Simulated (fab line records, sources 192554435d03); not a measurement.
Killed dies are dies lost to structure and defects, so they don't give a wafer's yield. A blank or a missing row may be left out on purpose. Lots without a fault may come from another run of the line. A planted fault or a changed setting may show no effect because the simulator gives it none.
Chamber matching | flow n5_finfet | N5_BEOL_M9_STRIP_19 on rie_diel-06: 4 sister chambers
The step strips in O2. 18 wafers are shown with their chamber, then 9 later ones without.

WAFERS WITH THEIR CHAMBER
wafer  | chamber | drypump_motor_current_A (A) | showerhead_plenum_p_Torr (Torr) | throttle_valve_pct (%)
L075.3 | 2       | 6.03                        | 2.04                            | 16.88
L075.4 | 0       | 5.92                        | 2.15                            | 16.59
L075.6 | 1       | 6.24                        | 1.97                            | 16.46
L077.1 | 1       | 6.26                        | 1.97                            | 16.46
L077.2 | 3       | 5.40                        | 2.18                            | 16.54
L077.5 | 2       | 6.00                        | 2.04                            | 16.92
L078.2 | 3       | 5.41                        | 2.18                            | 16.54
L078.3 | 0       | 5.90                        | 2.15                            | 16.61
L078.6 | 0       | 5.90                        | 2.15                            | 16.60
L076.1 | 0       | 5.91                        | 2.15                            | 16.62
L076.5 | 1       | 6.26                        | 1.97                            | 16.47
L076.6 | 0       | 5.90                        | 2.15                            | 16.64
L085.3 | 2       | 5.99                        | 2.03                            | 16.92
L085.5 | 0       | 5.88                        | 2.15                            | 16.64
L085.6 | 1       | 6.24                        | 1.96                            | 16.50
L088.1 | 2       | 6.01                        | 2.03                            | 16.94
L088.2 | 3       | 5.43                        | 2.17                            | 16.59
L088.4 | 1       | 6.26                        | 1.96                            | 16.50

SIGNATURES (means of the wafers above)
reading                  | chamber 0 | chamber 1 | chamber 2 | chamber 3 | scatter within a chamber
drypump_motor_current_A  | 5.9017    | 6.2520    | 6.0075    | 5.4133    | 0.0139
showerhead_plenum_p_Torr | 2.1500    | 1.9660    | 2.0350    | 2.1767    | 0.00453
throttle_valve_pct       | 16.6167   | 16.4780   | 16.9150   | 16.5567   | 0.023
Rule: a wafer's distance from a chamber is the root of the sum, over the readings, of the square of ((its reading less the chamber's mean) divided by the reading's scatter). The wafer belongs to the nearest chamber; if the next one is less than 2 further off, it can't be placed. The scatter: the root of (the sum of the squares of (reading less its chamber's mean) over the shown wafers, divided by (wafers less chambers)).

WAFERS WITHOUT THEIR CHAMBER
wafer  | drypump_motor_current_A (A) | showerhead_plenum_p_Torr (Torr) | throttle_valve_pct (%)
L091.1 | 5.42                        | 2.17                            | 16.57
L091.3 | 5.90                        | 2.14                            | 16.65
L091.6 | 6.00                        | 2.03                            | 16.91
L090.1 | 5.89                        | 2.14                            | 16.67
L090.2 | 5.42                        | 2.17                            | 16.61
L090.4 | 6.27                        | 2.22                            | 16.00
L094.1 | 5.39                        | 2.17                            | 16.58
L094.2 | 6.26                        | 2.22                            | 16.00
L094.5 | 6.29                        | 2.22                            | 16.02

WHICH CHAMBER EACH WENT THROUGH
wafer  | from the rows above | in truth
L091.1 | 3                   | 3
L091.3 | 0                   | 0
L091.6 | 2                   | 2
L090.1 | 0                   | 0
L090.2 | 3                   | 3
L090.4 | 0                   | 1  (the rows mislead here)
L094.1 | 3                   | 3
L094.2 | 0                   | 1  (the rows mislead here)
L094.5 | 0                   | 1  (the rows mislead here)
Placed correctly: 6 of 9. Can't be placed from these rows: 0. Placed wrongly: 3.
